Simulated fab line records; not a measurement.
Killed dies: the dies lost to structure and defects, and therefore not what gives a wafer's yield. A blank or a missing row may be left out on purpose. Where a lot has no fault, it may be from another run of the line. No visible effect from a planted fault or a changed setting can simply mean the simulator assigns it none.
fab line records -- flow nandHarc
record: lots: 7, wafers: 15, lastDay: 25
route steps=1159 shown P_START@1 P_ZERO_WELL@2 P_STI@85 END@1159
lots that met no fault: taken from a fault-free run of the same line
startH: hours from the record's opening day to when the first of the lot's shown wafers began -- waitH: time in hours since the lot's previous step -- " unchanged from the row above -- L1.1+2: one row covering several wafers at once -- - value missing, or start not given -- * or withheld: withheld -- < > ~ a bound
route shown NAME@n: names a module that has steps shown in the file, with the first one's number in the route -- usual: average and standard deviation across the fault-free wafers -- same: alike in all rows -- chamber/n: place in a boat -- sites: the reading at each site -- _std_site: standard deviation across them -- _edge_site: inner sites' mean taken away from outer sites' mean -- radiusMm: for every site, how far away it sits from the centre of the wafer -- mask NAME#n: copy n -- behind: the most recent tool/chamber to have shaped the wafer -- hold: reason for holding the lot/hours on hold/outcome of the hold -- device: transistor that didn't switch, given as n, p or np -- end of line: the route-end tests of the same wafers -- for a step that has no rows: nothing shown but its recipe -- killed: not the wafer's yield, but the dies lost to structure and defects at the first sort -- map: shows each die of a wafer: x if killed, . if not, _ if none is there
set.NAME: the run value of the setting; set.NAME@STEP: its run value at that earlier step -- model.NAME: the simulator's own value behind a step, which no gauge read
certain route steps with their lots: each step a table, each wafer a row
services: when a tool's chamber went out of use (startH, in hours from the record's first day, below 0 if earlier), for how many hours, and the reason
== steps ==
step: NHARC_P_START_INSPECT_01
usual: rawDefectCount: 3.3/2
lot.wafer,tool,chamber,startH,waitH,rawDefectCount
L605.2,defectInspect-02,-,12.04,-,1
L605.4,defectInspect-02,-,12.04,-,0
L605.6,defectInspect-02,-,12.04,-,5
L612.1,defectInspect-02,-,54.04,-,3
L612.5,defectInspect-02,-,54.04,-,1
L612.6,defectInspect-02,-,54.04,-,2
L617.1,defectInspect-02,-,84.04,-,8
L617.2,defectInspect-02,-,84.04,-,0
L617.4,defectInspect-02,-,84.04,-,6
L621.4,defectInspect-01,-,108.04,-,3
L622.6,defectInspect-02,-,114.05,-,7
L625.1,defectInspect-01,-,132.04,-,5
L628.1,defectInspect-02,-,150.04,-,4
L628.4,defectInspect-02,-,150.04,-,0
L628.5,defectInspect-02,-,150.04,-,1
step: NHARC_P_ZERO_WELL_PRECLEAN_00
recipe: timeS: 600, tempC: 120, chemistry: SPM
step: NHARC_P_ZERO_WELL_SRD_01
step: NHARC_P_ZERO_WELL_PECVD_02
recipe: targetThkA: 100, tempC: 400, pressureTorr: 6.5, rfW: withheld, teosFlowSccm: withheld, flowSccm: 2650, targetThkNm: 10, gas: O2, material: SiO2
lot.wafer,tool,chamber,startH,waitH
L605.2+6+4,pecvd-03,"0,1,0",12.62,-
L612.1+5+6,pecvd-04,"1,1,0",54.45,-
L617.2+1+4,pecvd-04,"0,2,2",84.44,-
L621.4,pecvd-04,0,108.64,-
L622.6,pecvd-04,0,114.60,-
L625.1,pecvd-04,0,132.48,-
L628.1+4+5,pecvd-03,"0,2,0",150.44,-
step: NHARC_P_ZERO_WELL_DEHYDRATE_03
recipe: tempC: 150, timeS: 120
step: NHARC_P_ZERO_WELL_HMDS_04
recipe: timeS: 30
step: NHARC_P_ZERO_WELL_COAT_64
recipe: tempC: 200, timeS: 65
step: NHARC_P_ZERO_WELL_COAT_05
recipe: spinRpm: 2000, resistThkNm: 600
step: NHARC_P_ZERO_WELL_SOFTBAKE_06
recipe: tempC: 125, timeS: 70
step: NHARC_P_ZERO_WELL_EBR_07
step: NHARC_P_ZERO_WELL_EXPOSE_08
recipe: na: 0.55, targetCdNm: 500, doseMj: 33.8, maskId: P_ZERO
step: NHARC_P_ZERO_WELL_PEB_09
recipe: pebTempC: 128, pebTimeS: 80
step: NHARC_P_ZERO_WELL_DEVELOP_10
recipe: timeS: 50, devTempC: 22
step: NHARC_P_ZERO_WELL_CD_MEAS_11
recipe: targetCdNm: 500, landingEnergyEv: 500
usual: cdNm: 498.9/1.9
lot.wafer,tool,chamber,startH,waitH,cdNm
L605.2,cdSem-01,0,13.35,-,500.6
L605.4,cdSem-01,0,13.35,-,502.4
L605.6,cdSem-01,0,13.35,-,500.4
L612.1,cdSem-03,0,55.25,-,498.3
L612.5,cdSem-03,0,55.25,-,498.1
L612.6,cdSem-03,0,55.25,-,495.8
L617.1,cdSem-02,0,85.24,-,499.6
L617.2,cdSem-02,0,85.24,-,496.1
L617.4,cdSem-02,0,85.24,-,496.8
L621.4,cdSem-03,0,109.13,-,497.0
L622.6,cdSem-03,0,115.14,-,499.1
L625.1,cdSem-03,0,133.25,-,500.4
L628.1,cdSem-01,0,151.35,-,495.0
L628.4,cdSem-01,0,151.35,-,493.9
L628.5,cdSem-01,0,151.35,-,499.7
step: NHARC_P_ZERO_WELL_HARDBAKE_12
recipe: tempC: 118, timeS: 65
step: NHARC_P_ZERO_WELL_DESCUM_13
recipe: timeS: 3, o2FlowSccm: 200, arFlowSccm: 0, biasPowerW: 0, chemistry: O2
usual: drypumpMotorCurrentA: 5.7/0.46, oesProductAu: 0.996/0.015, rfVppV: 58.0/0.8, showerheadPlenumPTorr: 1.95/0.078, throttleValvePct: 11.312/0.0085
same: timeS: 3
lot.wafer,tool,chamber,startH,waitH,drypumpMotorCurrentA,oesProductAu,rfHoursCounterH,rfVppV,showerheadPlenumPTorr,throttleValvePct
L605.2,rieDiel-09,0,13.53,-,5.2,0.993,6,57.6,1.96,11.314
L605.4,rieDiel-09,1,13.53,-,5.6,0.982,4,57.4,2.00,11.316
L605.6,rieDiel-09,3,13.53,-,6.3,1.014,-,57.6,2.03,11.301
L612.1,rieDiel-03,3,55.41,-,5.8,1.002,1,57.8,1.83,11.306
L612.5,rieDiel-03,3,55.41,-,5.7,1.008,-,57.7,1.83,11.314
L612.6,rieDiel-03,0,55.41,-,6.0,0.968,-,57.8,1.99,11.313
L617.1,rieDiel-03,3,85.40,-,5.7,0.992,2,58.6,1.83,11.300
L617.4,rieDiel-03,1,85.40,-,4.7,1.015,2,58.9,2.05,11.302
L617.2,rieDiel-03,2,85.40,-,5.6,0.990,2,58.2,1.87,11.322
L621.4,rieDiel-09,2,109.31,-,5.9,0.990,1,56.6,1.85,11.335
L622.6,rieDiel-03,1,115.32,-,4.7,1.003,-,58.5,2.05,11.319
L625.1,rieDiel-03,1,133.41,-,4.7,1.008,6,58.5,2.05,11.321
L628.4,rieDiel-09,2,151.52,-,5.9,1.005,4,57.4,1.85,11.315
L628.1,rieDiel-09,3,151.52,-,6.3,1.013,4,58.6,2.03,11.297
L628.5,rieDiel-09,2,151.52,-,5.9,0.994,-,56.5,1.85,11.317
step: NHARC_P_ZERO_WELL_ETCH_65
recipe: targetDepthA: 800, overetchA: 240, timeS: 87.88, ionEnergyEv: 200, n2FlowSccm: 150, h2FlowSccm: 150, arFlowSccm: 0, rfW: 400, biasW: 150, chemistry: N2/H2
usual: drypumpMotorCurrentA: 5.7/0.47, oesProductAu: 0.996/0.016, rfVppV: 431.6/2.4, showerheadPlenumPTorr: 2.08/0.085, throttleValvePct: 14.171/0.009
same: timeS: 87.88
lot.wafer,tool,chamber,startH,waitH,drypumpMotorCurrentA,oesProductAu,rfHoursCounterH,rfVppV,showerheadPlenumPTorr,throttleValvePct
L605.4,rieDiel-09,2,13.61,0.1,5.9,1.000,7,428.0,1.98,14.180
L605.2,rieDiel-09,3,13.61,0.1,6.3,1.016,7,432.7,2.17,14.170
L605.6,rieDiel-09,1,13.61,0.1,5.6,0.997,-,433.6,2.13,14.165
L612.1,rieDiel-03,3,55.51,0.1,5.8,1.005,1,428.0,1.95,14.176
L612.6,rieDiel-03,1,55.51,0.1,4.7,1.009,-,434.3,2.19,14.168
L612.5,rieDiel-03,2,55.51,0.1,5.5,0.997,-,430.0,2.00,14.159
L617.2,rieDiel-03,1,85.48,0.1,4.7,1.005,2,436.4,2.19,14.170
L617.4,rieDiel-03,2,85.48,0.1,5.5,0.984,2,428.0,2.00,14.166
L617.1,rieDiel-03,3,85.48,0.1,5.7,1.003,2,427.5,1.95,14.166
L621.4,rieDiel-09,1,109.37,0.1,5.6,1.000,1,433.6,2.13,14.172
L622.6,rieDiel-03,0,115.41,0.1,6.1,0.975,-,430.8,2.12,14.172
L625.1,rieDiel-03,1,133.51,0.1,4.7,0.997,6,435.9,2.19,14.179
L628.1,rieDiel-09,2,151.61,0.1,6.0,0.994,4,428.5,1.97,14.171
L628.4,rieDiel-09,0,151.61,0.1,5.2,1.008,5,431.9,2.08,14.146
L628.5,rieDiel-09,2,151.61,0.1,5.9,0.990,-,428.0,1.97,14.152
step: NHARC_P_ZERO_WELL_ETCH_62
recipe: targetDepthA: 130, timeS: 6.5, chf3FlowSccm: 50, arFlowSccm: 200, rfW: 500, biasW: 200, chemistry: CHF3/Ar
usual: drypumpMotorCurrentA: 5.7/0.45, oesProductAu: 0.960/0.021, rfVppV: 371.3/2.1, showerheadPlenumPTorr: 2.38/0.091, throttleValvePct: 20.218/0.0085
same: timeS: 6.5
lot.wafer,tool,chamber,startH,waitH,drypumpMotorCurrentA,oesProductAu,rfHoursCounterH,rfVppV,showerheadPlenumPTorr,throttleValvePct
L605.2,rieDiel-09,1,-,-,5.7,0.971,4,371.9,2.44,20.239
L605.4,rieDiel-09,2,-,-,6.0,0.959,7,369.0,2.28,20.228
L605.6,rieDiel-09,1,-,-,5.7,0.968,-,372.9,2.44,20.209
L612.1,rieDiel-03,3,-,-,5.7,0.962,1,369.7,2.24,20.213
L612.5,rieDiel-03,2,-,-,5.5,0.966,-,368.3,2.30,20.223
L612.6,rieDiel-03,3,-,-,5.7,0.963,-,368.1,2.24,20.212
L617.1,rieDiel-03,1,-,-,4.7,0.980,2,375.4,2.51,20.224
L617.2,rieDiel-03,2,-,-,5.5,0.958,2,369.8,2.30,20.217
L617.4,rieDiel-03,3,-,-,5.7,0.949,2,368.7,2.24,20.208
L621.4,rieDiel-09,3,-,-,6.3,0.976,1,374.0,2.48,20.223
L622.6,rieDiel-03,2,-,-,5.5,0.938,-,368.7,2.30,20.213
L625.1,rieDiel-03,2,-,-,5.5,0.948,5,369.9,2.30,20.218
L628.4,rieDiel-09,3,-,-,6.3,0.974,4,373.8,2.48,20.224
L628.1,rieDiel-09,2,-,-,5.9,0.954,4,368.0,2.27,20.210
L628.5,rieDiel-09,0,-,-,5.2,0.971,-,371.0,2.39,20.215
step: NHARC_P_ZERO_WELL_ETCH_63
recipe: targetDepthA: 1200, timeS: 40.1, hbrFlowSccm: 150, cl2FlowSccm: 50, rfW: 400, icpW: 400, biasW: 100, chemistry: HBr/Cl2
usual: drypumpMotorCurrentA: 5.8/0.42, oesProductAu: 1.006/0.014, throttleValvePct: 26.405/0.009
same: timeS: 40.1
lot.wafer,tool,chamber,startH,waitH,drypumpMotorCurrentA,oesProductAu,rfHoursCounterH,throttleValvePct
L605.4,rieSi-02,1,13.78,-,5.8,1.018,1.1,26.414
L605.2,rieSi-02,3,13.78,-,6.1,1.019,1.2,26.405
L605.6,rieSi-02,0,13.78,-,6.2,0.994,-,26.399
L612.1,rieSi-06,0,55.68,-,5.8,0.996,0.4,26.425
L612.5,rieSi-06,3,55.68,-,5.7,0.994,-,26.406
L612.6,rieSi-06,0,55.68,-,5.8,0.983,-,26.403
L617.1,rieSi-02,1,85.65,-,5.8,1.024,0.4,26.412
L617.2,rieSi-02,2,85.65,-,5.0,1.000,0.4,26.400
L617.4,rieSi-02,3,85.65,-,6.1,1.019,0.5,26.410
L621.4,rieSi-06,2,109.59,-,5.6,1.012,0.7,26.409
L622.6,rieSi-04,3,115.60,-,6.7,1.014,-,26.411
L625.1,rieSi-06,1,133.70,-,5.7,0.999,1.3,26.407
L628.1,rieSi-06,3,151.78,-,5.7,0.996,1.1,26.404
L628.4,rieSi-06,0,151.78,-,5.8,0.998,1.4,26.425
L628.5,rieSi-06,3,151.78,-,5.7,0.999,-,26.390
step: NHARC_P_ZERO_WELL_STRIP_15
recipe: timeS: 900, tempC: 130, chemistry: SPM
step: NHARC_P_ZERO_WELL_DEHYDRATE_16
recipe: tempC: 150, timeS: 120
step: NHARC_P_ZERO_WELL_HMDS_17
recipe: timeS: 30
step: NHARC_P_ZERO_WELL_COAT_18
recipe: spinRpm: withheld
step: NHARC_P_ZERO_WELL_SOFTBAKE_19
recipe: tempC: 122, timeS: 95
step: NHARC_P_ZERO_WELL_EBR_20
step: NHARC_P_ZERO_WELL_EXPOSE_21
recipe: na: 0.6, targetCdNm: 720, doseMj: 22.31, maskId: P_NWELL
step: NHARC_P_ZERO_WELL_PEB_22
recipe: pebTempC: 118, pebTimeS: 85
step: NHARC_P_ZERO_WELL_DEVELOP_23
recipe: timeS: 70
step: NHARC_P_ZERO_WELL_CD_MEAS_24
recipe: targetCdNm: 720, landingEnergyEv: 500
usual: cdNm: 719.2/2.1
lot.wafer,tool,chamber,startH,waitH,cdNm
L605.2,cdSem-01,0,14.70,-,716.5
L605.4,cdSem-01,0,14.70,-,718.2
L605.6,cdSem-01,0,14.70,-,722.0
L612.1,cdSem-01,0,56.47,-,721.4
L612.5,cdSem-01,0,56.47,-,717.8
L612.6,cdSem-01,0,56.47,-,715.5
L617.1,cdSem-02,0,86.46,-,717.6
L617.2,cdSem-02,0,86.46,-,719.9
L617.4,cdSem-02,0,86.46,-,724.8
L621.4,cdSem-01,0,110.38,-,716.7
L622.6,cdSem-03,0,116.49,-,716.3
L625.1,cdSem-02,0,134.59,-,718.9
L628.1,cdSem-01,0,152.71,-,721.3
L628.4,cdSem-01,0,152.71,-,717.0
L628.5,cdSem-01,0,152.71,-,717.9
step: NHARC_P_ZERO_WELL_HARDBAKE_25
recipe: tempC: 125, timeS: 80
step: NHARC_P_ZERO_WELL_DESCUM_26
recipe: timeS: 3, o2FlowSccm: 200, arFlowSccm: 0, biasPowerW: 0, chemistry: O2
usual: drypumpMotorCurrentA: 5.8/0.43, oesProductAu: 0.996/0.016, rfVppV: 58.0/0.87, showerheadPlenumPTorr: 1.95/0.075, throttleValvePct: 11.311/0.008
same: timeS: 3
lot.wafer,tool,chamber,startH,waitH,drypumpMotorCurrentA,oesProductAu,rfHoursCounterH,rfVppV,showerheadPlenumPTorr,throttleValvePct
L605.2,rieDiel-03,3,14.88,-,5.7,1.015,10,58.6,1.83,11.294
L605.4,rieDiel-03,0,14.88,-,6.1,1.004,10,56.7,1.99,11.319
L605.6,rieDiel-03,1,14.88,-,4.7,1.014,-,60.0,2.06,11.307
L612.1,rieDiel-09,1,56.65,-,5.7,0.990,6,57.1,2.00,11.300
L612.6,rieDiel-09,3,56.65,-,6.3,0.996,-,57.8,2.03,11.307
L612.5,rieDiel-09,0,56.65,-,5.2,1.003,-,57.1,1.96,11.310
L617.2,rieDiel-09,2,86.62,-,6.0,0.990,0,56.8,1.86,11.309
L617.1,rieDiel-09,3,86.62,-,6.3,0.995,0,59.4,2.03,11.317
L617.4,rieDiel-09,1,86.62,-,5.6,1.000,0,57.5,2.00,11.307
L621.4,rieDiel-01,1,110.56,-,5.6,0.982,13,59.9,1.92,11.323
L622.6,rieDiel-03,1,116.68,-,4.7,1.003,-,56.7,2.05,11.304
L625.1,rieDiel-03,0,134.76,-,6.1,0.964,6,58.0,1.99,11.304
L628.4,rieDiel-09,2,152.89,-,6.0,1.000,5,57.1,1.85,11.295
L628.1,rieDiel-09,3,152.89,-,6.3,1.007,5,57.9,2.03,11.304
L628.5,rieDiel-09,1,152.89,-,5.7,0.998,-,58.8,1.99,11.321
step: NHARC_P_ZERO_WELL_IMPLANT_27
recipe: energyKev: 600, doseCm2: 1e+13, tiltDeg: 7
step: NHARC_P_ZERO_WELL_IMPLANT_57
recipe: energyKev: 250, doseCm2: 4e+12, tiltDeg: 7
step: NHARC_P_STI_INSPECT_11
usual: rawDefectCount: 4.8/2.4
lot.wafer,tool,chamber,startH,waitH,hold,rawDefectCount
L605.2,defectInspect-02,-,35.19,0.0,-,2
L605.4,defectInspect-02,-,35.19,0.0,-,4
L605.6,defectInspect-02,-,35.19,0.0,-,8
L612.1,defectInspect-02,-,74.74,0.0,-,7
L612.5,defectInspect-02,-,74.74,0.0,-,3
L612.6,defectInspect-02,-,74.74,0.0,-,3
L617.1,defectInspect-02,-,107.39,0.0,-,6
L617.2,defectInspect-02,-,107.39,0.0,-,2
L617.4,defectInspect-02,-,107.39,0.0,-,4
L621.4,defectInspect-01,-,127.50,0.0,awaitDispo/0.2h/release,16
L621.4,defectInspect-01,-,127.67,0.2,-,17
L622.6,defectInspect-02,-,137.23,0.0,awaitDispo/0.2h/release,18
L622.6,defectInspect-02,-,137.40,0.2,-,16
L625.1,defectInspect-02,-,157.88,0.0,awaitDispo/0.2h/release,22
L625.1,defectInspect-02,-,158.05,0.2,-,18
L628.1,defectInspect-01,-,169.55,0.0,-,6
L628.4,defectInspect-01,-,169.55,0.0,-,5
L628.5,defectInspect-01,-,169.55,0.0,-,6
step: NHARC_P_STI_HARDBAKE_13
recipe: tempC: 118, timeS: 65
usual: resistLineTempC: 23.03/0.11
same: timeS: 65
lot.wafer,tool,chamber,startH,waitH,hold,resistLineTempC
L605.2,lithoTrack-05,0,35.25,0.1,-,22.93
L605.4,lithoTrack-05,0,35.25,0.1,-,22.88
L605.6,lithoTrack-05,0,35.25,0.1,-,22.86
L612.1,lithoTrack-02,0,74.80,0.1,-,23.21
L612.5,lithoTrack-02,0,74.80,0.1,-,23.25
L612.6,lithoTrack-02,0,74.80,0.1,-,23.35
L617.1,lithoTrack-07,0,107.45,0.1,-,23.01
L617.2,lithoTrack-07,0,107.45,0.1,-,23.03
L617.4,lithoTrack-07,0,107.45,0.1,-,22.95
L621.4,lithoTrack-02,0,130.48,2.8,awaitDispo/2.7h/release,22.96
L622.6,lithoTrack-02,0,140.55,3.2,awaitDispo/3.1h/release,22.94
L625.1,lithoTrack-07,0,161.89,3.8,awaitDispo/3.8h/release,22.84
L628.1,lithoTrack-07,0,169.60,0.1,-,22.94
L628.4,lithoTrack-07,0,169.60,0.1,-,23.03
L628.5,lithoTrack-07,0,169.60,0.1,-,23.10
step: NHARC_END_SORT_01
recipe: tempC: 25
usual: killedAtArray: 29/11, killedAtOther: 0.5/0.89, killedAtPeriphery: 3.3/2, killedDies: 32/11, killedOpen: 3.1/1.9, killedShort: 2.3/1.6
same: grossDies: 677
lot.wafer,tool,chamber,startH,waitH,killedAtArray,killedAtOther,killedAtPeriphery,killedDies,killedOpen,killedShort
L612.1,prober-02,0,478.39,2.5,33,1,10,44,6,4
L612.5,prober-02,0,481.58,3.7,43,0,6,49,3,3
L612.6,prober-02,0,482.37,4.0,45,3,5,53,7,3
L625.1,prober-01,0,569.83,2.5,46,0,22,68,4,4
L622.6,prober-01,0,578.56,4.0,15,0,13,28,3,1
L621.4,prober-01,0,606.37,3.4,31,0,11,42,1,2
killed by level:class
L612.1 A_CHANNEL_HOLE_D1:chamberFilmFlake=14 A_STAIRCASE:chamberFilmFlake=6 A_SLIT:chamberFilmFlake=4 A_CONTACT:geometricParticle:open=3 P_M1:geometricParticle:open=2 P_GATE:chamberFilmFlake=2 A_CONTACT:chamberFilmFlake=2 P_STI:geometricParticle:short=1
L612.5 A_CHANNEL_HOLE_D1:chamberFilmFlake=18 A_SLIT:chamberFilmFlake=9 A_STAIRCASE:chamberFilmFlake=7 A_M0:geometricParticle:open=2 P_STI:chamberFilmFlake=2 A_CHANNEL_FILL_D1:chamberFilmFlake=2 P_M2:geometricParticle:short=1 A_SOURCE_PLATE:geometricParticle:short=1
L612.6 A_CHANNEL_HOLE_D1:chamberFilmFlake=19 A_SLIT:chamberFilmFlake=8 A_WL_FILL:chamberFilmFlake=4 A_STAIRCASE:chamberFilmFlake=3 A_CONTACT:chamberFilmFlake=3 THIN_TSV:chamberFilmFlake=3 A_WL_FILL:geometricParticle:open=2 A_M0:geometricParticle:short=2
L625.1 A_SLIT:chamberFilmFlake=22 P_ZERO_WELL:unspecified=15 A_CHANNEL_HOLE_D1:chamberFilmFlake=9 A_CONTACT:chamberFilmFlake=6 P_GATE:chamberFilmFlake=5 A_STAIRCASE:chamberFilmFlake=2 P_STI:geometricParticle:short=1 P_M0:geometricParticle:short=1
L622.6 P_ZERO_WELL:unspecified=12 A_CHANNEL_HOLE_D1:chamberFilmFlake=7 A_STAIRCASE:chamberFilmFlake=2 A_SOURCE_PLATE:geometricParticle:open=1 A_WL_FILL:geometricParticle:short=1 A_CONTACT:geometricParticle:open=1 A_M1:geometricParticle:open=1 P_GATE:chamberFilmFlake=1
L621.4 A_CHANNEL_HOLE_D1:chamberFilmFlake=23 P_ZERO_WELL:unspecified=10 A_CONTACT:chamberFilmFlake=3 A_ONON_D1:geometricParticle:short=2 A_M1:chamberFilmFlake=2 P_M0:geometricParticle:open=1 A_STAIRCASE:chamberFilmFlake=1
map L621.4 (x killed, . not)
____________.____________
_________......._________
_______..........._______
______.......x.....______
_____.........x....._____
____.......xx........____
____...........x.....____
___..........xx.......___
___..........x.x......___
__.....................__
__.....................__
_.............x........._
_...............x......._
_......................._
_.........x............._
_......................._
.........................
....................x....
................x........
.........................
.........................
_......................._
_......................._
_......................._
_......................._
_.......xx.............._
__.......xxx...........__
__......x.xxx.......x..__
___....xxx.x.x........___
___..x.xxxxx..........___
____....x............____
____.....xxx.........____
_____.xx..x........._____
______.............______
_______..........._______
_________......._________
____________.____________
map L622.6 (x killed, . not)
____________.____________
_________....x.._________
_______......x...._______
______.......x.....______
_____.........xx.x.._____
____......xx.x.......____
____......x..xx......____
___........xxx.x......___
___...........x.x.....___
__...........x.xx......__
__.....................__
_.x....................._
_......................._
_.................x....._
_......................._
_.................x....._
..............x.......x..
.........................
.........................
.........................
.........................
_......................._
_......................._
_......................._
_......................._
_.............x........._
__.....................__
__.....................__
___..................x___
___...................___
____.................____
____.................____
_____..............._____
______.............______
_______..........._______
_________......._________
____________.____________
== services ==
tool,chamber,startH,hours,kind
lithoTrack-02,-,-10.00,7.0,pm
pecvd-03,-,-7.94,1.0,repair
rieSi-06,-,6.00,9.0,pm
lithoTrack-07,-,14.00,7.0,pm
pecvd-04,-,14.14,13.0,pm
rieSi-02,1,15.73,8.9,repair
rieSi-04,-,19.24,0.5,repair
rieDiel-03,3,22.19,6.4,repair
rieSi-02,-,34.00,9.0,pm
rieDiel-03,-,38.30,9.0,pm
lithoTrack-05,-,62.00,7.0,pm
pecvd-04,-,74.78,1.0,repair
rieDiel-09,-,77.14,9.0,pm
rieSi-06,3,82.95,5.3,repair
rieDiel-03,2,86.17,4.3,repair
rieSi-06,0,86.63,1.8,repair
rieSi-06,2,87.19,9.8,repair
pecvd-04,-,101.90,0.7,repair
pecvd-03,-,111.00,13.0,pm
rieSi-02,-,119.78,0.1,repair
rieDiel-03,1,143.47,8.0,repair
pecvd-03,1,149.42,10.9,repair
rieDiel-09,1,153.32,1.7,repair
lithoTrack-02,-,165.00,7.0,pm
== key ==
firstSign: step: NHARC_P_STI_INSPECT_11, reading: rawDefectCount, direction: up, sigmas: 5.8, usual: 4.8, struck: 18.7
effect: step: NHARC_P_STI_INSPECT_11, reading: hold, direction: added
effect: step: NHARC_END_SORT_01, reading: killedAtPeriphery, direction: up, sigmas: 5.9, usual: 3.3, struck: 15.3
metAt NHARC_P_ZERO_WELL_PECVD_02
struckWafers L621.4,L622.6,L625.1
testerLeftOut L621,L622,L625
onsetBetween 84.44 108.64
fault: kind: chamberParticleSource, tool: pecvd-04, chamber: 0, onsetH: 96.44, steps: NHARC_P_ZERO_WELL_PECVD_02, ratePerVisitCm2: 0.018819, endH: 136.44
testerLeftOut: of these lots the tester's yield and bins aren't shown, on N5 and GAA mostly nor the transistor test; their killed dies are dies lost to structure and defects alone, not to doping, threshold or leakage, so they don't give the yield
